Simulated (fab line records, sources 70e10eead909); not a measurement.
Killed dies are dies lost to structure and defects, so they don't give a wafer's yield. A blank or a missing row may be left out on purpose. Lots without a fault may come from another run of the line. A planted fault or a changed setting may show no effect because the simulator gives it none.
Which tool did it? | flow nand_harc | 24 lots, 72 wafers sampled, at 6 steps of a route of 1302

WHAT THE GAUGES READ, wafer by wafer
The record holds no reading of a measuring or inspecting step that can be judged against a usual standard deviation.

WHICH TOOL RAN EACH LOT (tool, then ch and the chambers of the sampled wafers, then the start)
lot  | NHARC_P_M1_DEP_33               | NHARC_P_M2_DEGAS_29          | NHARC_P_M2_CMP_23             | NHARC_P_BONDPAD_STRIP_15           | NHARC_P_BONDPAD_ACTIVATE_29        | NHARC_A_CHANNEL_FILL_D1_ETCHBACK_08
L074 | pecvd-04 ch 1,2, day 6 12:44    | pvd_sputter-01, day 6 15:08  | cmp-03 ch 0,3, day 6 16:14    | rie_diel-02 ch 0,1,2, day 6 19:09  | rie_diel-10 ch 1,2,3, day 6 21:24  | rie_diel-07 ch 1,2,3, no start
L076 | pecvd-04 ch 0,2, day 7 05:33    | pvd_sputter-03, day 7 08:00  | cmp-03 ch 2,3, day 7 09:05    | rie_diel-02 ch 0,1, day 7 11:50    | rie_diel-02 ch 1,3, day 7 14:02    | rie_diel-04 ch 0,2,3, no start
L077 | pecvd-03 ch 0,1, day 7 14:47    | pvd_sputter-01, day 7 17:17  | cmp-02 ch 0,2,3, day 7 18:43  | rie_diel-10 ch 1,3, day 7 21:24    | rie_diel-10 ch 0,1,2, day 7 23:38  | rie_diel-01 ch 0,1,3, no start
L078 | pecvd-03 ch 0,1,2, day 7 22:09  | pvd_sputter-02, day 8 00:31  | cmp-03 ch 0,2,3, day 8 01:37  | rie_diel-02 ch 0,1, day 8 04:29    | rie_diel-03 ch 2,3, day 8 06:43    | rie_diel-01 ch 0,1,2, no start
L079 | pecvd-04 ch 0,1, day 8 08:48    | pvd_sputter-01, day 8 11:06  | cmp-02 ch 1,2, day 8 12:11    | rie_diel-03 ch 0,3, day 8 14:55    | rie_diel-03 ch 0,3, day 8 17:08    | rie_diel-07 ch 0,1, no start
L075 | pecvd-02 ch 0,1,2, day 8 19:49  | pvd_sputter-03, day 8 22:17  | cmp-04 ch 1,2,3, day 8 23:23  | rie_diel-10 ch 0,1,3, day 9 02:20  | rie_diel-03 ch 0,1,2, day 9 04:34  | rie_diel-07 ch 1,2,3, no start
L080 | pecvd-02 ch 0,1, day 8 23:04    | pvd_sputter-03, day 9 01:37  | cmp-04 ch 0,3, day 9 02:49    | rie_diel-10 ch 0,1, day 9 05:49    | rie_diel-03 ch 2,3, day 9 08:03    | rie_diel-01 ch 0,1, no start
L081 | pecvd-02 ch 0,2, day 9 06:21    | pvd_sputter-03, day 9 08:46  | cmp-04 ch 1,2, day 9 09:50    | rie_diel-03 ch 0,1, day 9 12:42    | rie_diel-03 ch 0,2, day 9 14:56    | rie_diel-04 ch 0,2, no start
L082 | pecvd-03 ch 0,1,2, day 9 13:37  | pvd_sputter-01, day 9 16:04  | cmp-03 ch 0,2,3, day 9 17:10  | rie_diel-10 ch 0,1,3, day 9 20:00  | rie_diel-03 ch 0,1,3, day 9 22:14  | rie_diel-04 ch 0,1,2, no start
L083 | pecvd-02 ch 1,2, day 10 09:51   | pvd_sputter-02, day 10 12:19 | cmp-04 ch 0,1, day 10 15:13   | rie_diel-03 ch 0,1,2, day 10 17:59 | rie_diel-02 ch 0,3, day 10 20:11   | rie_diel-04 ch 0,1,2, no start
L084 | pecvd-03 ch 0,2, day 10 11:55   | pvd_sputter-02, day 10 14:31 | cmp-04 ch 1,3, day 10 15:58   | rie_diel-10 ch 0,3, day 10 18:49   | rie_diel-10 ch 1,2, day 10 21:13   | rie_diel-01 ch 0,1,2, no start
L085 | pecvd-03 ch 0,1, day 11 07:02   | pvd_sputter-01, day 11 09:31 | cmp-03 ch 1,2, day 11 10:38   | rie_diel-03 ch 1,2, day 11 13:28   | rie_diel-10 ch 0,2,3, day 11 15:46 | rie_diel-01 ch 0,1,2, no start
L086 | pecvd-04 ch 1,2, day 11 11:46   | pvd_sputter-03, day 11 14:11 | cmp-02 ch 0,2,3, day 11 15:16 | rie_diel-02 ch 0,3, day 11 18:02   | rie_diel-10 ch 1,3, day 11 20:19   | rie_diel-01 ch 0,1,3, no start
L087 | pecvd-03 ch 0,1,2, day 12 06:37 | pvd_sputter-03, day 12 09:04 | cmp-03 ch 0,3, day 12 10:09   | rie_diel-10 ch 1,2,3, day 12 13:31 | rie_diel-03 ch 1,2,3, day 12 15:44 | rie_diel-07 ch 1,2, no start
L088 | pecvd-02 ch 1,2, day 12 07:23   | pvd_sputter-01, day 12 09:51 | cmp-03 ch 1,2, day 12 10:59   | rie_diel-03 ch 0,2,3, day 12 13:53 | rie_diel-10 ch 0,1, day 12 16:05   | rie_diel-04 ch 0,1,2, no start
L090 | pecvd-02 ch 0,1,2, day 12 20:27 | pvd_sputter-03, day 12 22:54 | cmp-02 ch 0,1,2, day 12 23:59 | rie_diel-10 ch 0,1,2, day 13 02:50 | rie_diel-10 ch 1,2,3, day 13 05:05 | rie_diel-04 ch 1,2, no start
L089 | pecvd-04 ch 0,1,2, day 12 21:21 | pvd_sputter-03, day 12 23:57 | cmp-02 ch 0,2, day 13 01:03   | rie_diel-02 ch 0,2, day 13 03:53   | rie_diel-10 ch 0,2,3, day 13 06:07 | rie_diel-04 ch 0,1, no start
L091 | pecvd-04 ch 0,1, day 13 05:50   | pvd_sputter-01, day 13 08:25 | cmp-04 ch 1,2, day 13 09:29   | rie_diel-02 ch 1,2,3, day 13 12:50 | rie_diel-02 ch 0,1,3, day 13 15:17 | rie_diel-04 ch 0,1,3, no start
L092 | pecvd-02 ch 0,1, day 13 15:08   | pvd_sputter-03, day 13 17:36 | cmp-03 ch 1,2,3, day 13 18:43 | rie_diel-03 ch 0,1,2, day 13 21:28 | rie_diel-03 ch 0,1,2, day 13 23:41 | rie_diel-04 ch 0,1,3, no start
L093 | pecvd-04 ch 0,1, day 14 03:09   | pvd_sputter-03, day 14 05:26 | cmp-02 ch 0,2,3, day 14 06:37 | rie_diel-10 ch 1,2,3, day 14 09:17 | rie_diel-03 ch 0,1,3, day 14 11:35 | rie_diel-01 ch 0,1,2, no start
L094 | pecvd-03 ch 0,1, day 14 17:11   | pvd_sputter-02, day 14 19:40 | cmp-04 ch 1,2, day 14 20:46   | rie_diel-03 ch 0,1,2, day 14 23:45 | rie_diel-03 ch 0,1,2, day 15 01:57 | rie_diel-07 ch 0,2,3, no start
L095 | pecvd-02 ch 0,2, day 15 03:39   | pvd_sputter-01, day 15 06:10 | cmp-03 ch 0,1,3, day 15 07:29 | rie_diel-03 ch 1,2,3, day 15 10:19 | rie_diel-03 ch 2,3, day 15 12:35   | rie_diel-01 ch 2,3, no start
L096 | pecvd-02 ch 0,1, day 15 10:28   | pvd_sputter-03, day 15 12:44 | cmp-02 ch 0,3, day 15 13:49   | rie_diel-03 ch 0,1, day 15 16:40   | rie_diel-02 ch 1,2, day 15 18:54   | rie_diel-07 ch 2,3, no start
L097 | pecvd-03 ch 0,1,2, day 15 19:48 | pvd_sputter-02, day 15 22:14 | cmp-02 ch 0,2,3, day 15 23:21 | rie_diel-10 ch 0,2,3, day 16 02:06 | rie_diel-10 ch 1,2, day 16 04:18   | rie_diel-04 ch 1,2,3, no start
- NHARC_P_M1_DEP_33: deposits SiCN, target thk 30 nm.
- NHARC_P_M2_DEGAS_29: time 60 s.
- NHARC_P_M2_CMP_23: polishes, t overpolish 20 s, target thk 144.3 nm.
- NHARC_P_BONDPAD_STRIP_15: strips in O2.
- NHARC_P_BONDPAD_ACTIVATE_29: chemistry N2, time 60 s.
- NHARC_A_CHANNEL_FILL_D1_ETCHBACK_08: etches the open film in C4F8, target depth 220 nm, time 110 s.

WHAT THE TOOLS THEMSELVES READ (means of the sampled wafers that have a number; where no wafer has one, the mark that the record gives instead)
NHARC_P_M1_DEP_33.
lot  | tool     | heater_power_w (W)
L074 | pecvd-04 | 527
L076 | pecvd-04 | 572
L077 | pecvd-03 | 543
L078 | pecvd-03 | 553
L079 | pecvd-04 | 582
L075 | pecvd-02 | 572
L080 | pecvd-02 | 586
L081 | pecvd-02 | 570
L082 | pecvd-03 | 573
L083 | pecvd-02 | 575
L084 | pecvd-03 | 510
L085 | pecvd-03 | 551
L086 | pecvd-04 | 523
L087 | pecvd-03 | 564
L088 | pecvd-02 | 599
L090 | pecvd-02 | 595
L089 | pecvd-04 | 525
L091 | pecvd-04 | 568
L092 | pecvd-02 | 625
L093 | pecvd-04 | 509
L094 | pecvd-03 | 548
L095 | pecvd-02 | 569
L096 | pecvd-02 | 610
L097 | pecvd-03 | 532

NHARC_P_M2_DEGAS_29.
lot  | tool           | heater_power_w (W)
L074 | pvd_sputter-01 | 340
L076 | pvd_sputter-03 | 351
L077 | pvd_sputter-01 | 360
L078 | pvd_sputter-02 | 312
L079 | pvd_sputter-01 | 376
L075 | pvd_sputter-03 | 310
L080 | pvd_sputter-03 | 329
L081 | pvd_sputter-03 | 324
L082 | pvd_sputter-01 | 344
L083 | pvd_sputter-02 | 302
L084 | pvd_sputter-02 | 301
L085 | pvd_sputter-01 | 385
L086 | pvd_sputter-03 | 325
L087 | pvd_sputter-03 | 341
L088 | pvd_sputter-01 | 415
L090 | pvd_sputter-03 | 337
L089 | pvd_sputter-03 | 329
L091 | pvd_sputter-01 | 400
L092 | pvd_sputter-03 | 329
L093 | pvd_sputter-03 | 345
L094 | pvd_sputter-02 | 312
L095 | pvd_sputter-01 | 396
L096 | pvd_sputter-03 | 326
L097 | pvd_sputter-02 | 323

NHARC_P_M2_CMP_23.
lot  | tool   | motor_current_A (A) | time_to_endpoint_s (s)
L074 | cmp-03 | 12.1                | 31.6
L076 | cmp-03 | 10.8                | 31.7
L077 | cmp-02 | 11.5                | 29.3
L078 | cmp-03 | 11.7                | 28.1
L079 | cmp-02 | 12.7                | 30.1
L075 | cmp-04 | 11.1                | 26.4
L080 | cmp-04 | 13.1                | 28.3
L081 | cmp-04 | 10.8                | 24.2
L082 | cmp-03 | 11.5                | 29.4
L083 | cmp-04 | 13.6                | 30.4
L084 | cmp-04 | 11.8                | 27.3
L085 | cmp-03 | 11.1                | 29.5
L086 | cmp-02 | 11.4                | 26.8
L087 | cmp-03 | 13.5                | 30.1
L088 | cmp-03 | 10.7                | 31.7
L090 | cmp-02 | 12.5                | 28.2
L089 | cmp-02 | 12.1                | 29.7
L091 | cmp-04 | 10.7                | 26.5
L092 | cmp-03 | 11.1                | 26.5
L093 | cmp-02 | 11.1                | 28.2
L094 | cmp-04 | 10.5                | 23.5
L095 | cmp-03 | 12.1                | 28.0
L096 | cmp-02 | 10.7                | 26.4
L097 | cmp-02 | 11.5                | 25.0

NHARC_P_BONDPAD_STRIP_15.
lot  | tool        | drypump_motor_current_A (A) | oes_product_au (a.u.) | rf_vpp_V (V) | showerhead_plenum_p_Torr (Torr) | throttle_valve_pct (%)
L074 | rie_diel-02 | 6.1                         | 1.001                 | 58.1         | 3.65                            | 17.050
L076 | rie_diel-02 | 6.1                         | 0.998                 | 59.1         | 3.66                            | 17.040
L077 | rie_diel-10 | 6.0                         | 0.994                 | 57.9         | 3.63                            | 17.033
L078 | rie_diel-02 | 6.1                         | 1.004                 | 58.5         | 3.66                            | 17.039
L079 | rie_diel-03 | 5.7                         | 1.001                 | 59.0         | 3.71                            | 17.037
L075 | rie_diel-10 | 6.0                         | 1.001                 | 58.3         | 3.64                            | 17.029
L080 | rie_diel-10 | 6.0                         | 1.005                 | 58.7         | 3.66                            | 17.036
L081 | rie_diel-03 | 5.3                         | 1.004                 | 58.3         | 3.75                            | 17.046
L082 | rie_diel-10 | 6.0                         | 0.998                 | 57.9         | 3.64                            | 17.027
L083 | rie_diel-03 | 5.4                         | 1.003                 | 57.7         | 3.61                            | 17.022
L084 | rie_diel-10 | 6.0                         | 0.991                 | 58.4         | 3.68                            | 17.043
L085 | rie_diel-03 | 5.6                         | 1.004                 | 57.4         | 3.48                            | 17.038
L086 | rie_diel-02 | 6.1                         | 1.010                 | 58.3         | 3.62                            | 17.030
L087 | rie_diel-10 | 5.9                         | 0.994                 | 58.0         | 3.67                            | 17.035
L088 | rie_diel-03 | 5.5                         | 0.998                 | 58.2         | 3.60                            | 17.038
L090 | rie_diel-10 | 5.9                         | 0.994                 | 58.0         | 3.68                            | 17.035
L089 | rie_diel-02 | 6.1                         | 1.001                 | 58.2         | 3.69                            | 17.040
L091 | rie_diel-02 | 6.1                         | 1.003                 | 58.1         | 3.60                            | 17.045
L092 | rie_diel-03 | 5.4                         | 1.006                 | 57.7         | 3.61                            | 17.039
L093 | rie_diel-10 | 5.9                         | 0.983                 | 58.9         | 3.66                            | 17.042
L094 | rie_diel-03 | 5.4                         | 1.002                 | 57.6         | 3.61                            | 17.042
L095 | rie_diel-03 | 5.7                         | 1.005                 | 58.1         | 3.58                            | 17.027
L096 | rie_diel-03 | 5.6                         | 0.998                 | 58.7         | 3.73                            | 17.040
L097 | rie_diel-10 | 5.9                         | 0.985                 | 57.8         | 3.72                            | 17.038

NHARC_P_BONDPAD_ACTIVATE_29.
lot  | tool        | drypump_motor_current_A (A) | oes_product_au (a.u.) | rf_vpp_V (V) | showerhead_plenum_p_Torr (Torr)
L074 | rie_diel-10 | 5.9                         | 0.991                 | 64.7         | 1.85
L076 | rie_diel-02 | 6.1                         | 1.010                 | 64.1         | 1.78
L077 | rie_diel-10 | 5.9                         | 0.995                 | 64.9         | 1.85
L078 | rie_diel-03 | 5.8                         | 1.002                 | 63.6         | 1.79
L079 | rie_diel-03 | 5.3                         | 1.002                 | 64.5         | 1.88
L075 | rie_diel-03 | 5.4                         | 1.002                 | 63.8         | 1.81
L080 | rie_diel-03 | 5.8                         | 1.003                 | 64.5         | 1.79
L081 | rie_diel-03 | 5.2                         | 1.011                 | 64.9         | 1.74
L082 | rie_diel-03 | 5.6                         | 1.002                 | 64.8         | 1.87
L083 | rie_diel-02 | 6.1                         | 1.015                 | 64.5         | 1.81
L084 | rie_diel-10 | 5.9                         | 0.999                 | 64.3         | 1.82
L085 | rie_diel-10 | 5.9                         | 0.993                 | 64.1         | 1.87
L086 | rie_diel-10 | 6.0                         | 0.995                 | 65.0         | 1.82
L087 | rie_diel-03 | 5.8                         | 1.007                 | 63.5         | 1.80
L088 | rie_diel-10 | 5.9                         | 0.981                 | 64.5         | 1.81
L090 | rie_diel-10 | 5.9                         | 0.981                 | 64.1         | 1.84
L089 | rie_diel-10 | 5.9                         | 0.988                 | 64.0         | 1.87
L091 | rie_diel-02 | 6.1                         | 1.007                 | 64.8         | 1.81
L092 | rie_diel-03 | 5.4                         | 1.003                 | 63.9         | 1.81
L093 | rie_diel-03 | 5.6                         | 1.004                 | 64.6         | 1.87
L094 | rie_diel-03 | 5.4                         | 1.005                 | 64.0         | 1.81
L095 | rie_diel-03 | 5.8                         | 1.003                 | 63.6         | 1.79
L096 | rie_diel-02 | 6.1                         | 1.008                 | 63.9         | 1.80
L097 | rie_diel-10 | 5.8                         | 0.982                 | 65.2         | 1.86

NHARC_A_CHANNEL_FILL_D1_ETCHBACK_08.
lot  | tool        | oes_product_au (a.u.) | rf_vpp_V (V)
L074 | rie_diel-07 | 1.00                  | 439.6
L076 | rie_diel-04 | 0.99                  | 443.8
L077 | rie_diel-01 | 0.93                  | 442.1
L078 | rie_diel-01 | 1.00                  | 443.6
L079 | rie_diel-07 | 1.00                  | 439.3
L075 | rie_diel-07 | 0.92                  | 438.7
L080 | rie_diel-01 | 0.93                  | 443.5
L081 | rie_diel-04 | 0.92                  | 442.2
L082 | rie_diel-04 | 0.92                  | 442.0
L083 | rie_diel-04 | 0.92                  | 441.3
L084 | rie_diel-01 | 0.93                  | 443.5
L085 | rie_diel-01 | 0.94                  | 443.3
L086 | rie_diel-01 | 0.94                  | 442.2
L087 | rie_diel-07 | 1.00                  | 439.3
L088 | rie_diel-04 | 1.00                  | 441.9
L090 | rie_diel-04 | 1.00                  | 440.8
L089 | rie_diel-04 | 1.00                  | 440.6
L091 | rie_diel-04 | 0.93                  | 444.0
L092 | rie_diel-04 | 0.99                  | 442.8
L093 | rie_diel-01 | 0.99                  | 442.7
L094 | rie_diel-07 | 0.92                  | 439.1
L095 | rie_diel-01 | 0.99                  | 443.1
L096 | rie_diel-07 | 0.92                  | 440.1
L097 | rie_diel-04 | 0.99                  | 442.0

THE ANSWER, worked out from the rows above alone
Rule: what is usual is taken from the lots themselves. Put in order of their means at a reading, lots are off if they are a third of the lots or fewer, leave a main group of 4 or more, and stand apart from it by a gap of 3 or more times the standard deviation of the main group's means; of several such gaps the widest counts. A main group whose means are all the same, to the digits that the tables above print for the reading, isn't used. A lot without any number at a reading at which 4 lots or more have one is off too. The other lots that the step has rows for count as sound. The gauges are gone through in route order, then the tools' own readings, and for those a lot's mean is taken as printed above. The first step at which some lot is off is used, and at that step the reading that is off furthest; a lot without a number counts as furthest.
No lot is off at any reading shown: from this, nothing can be told.

WHAT THE SIMULATOR HAD PUT IN
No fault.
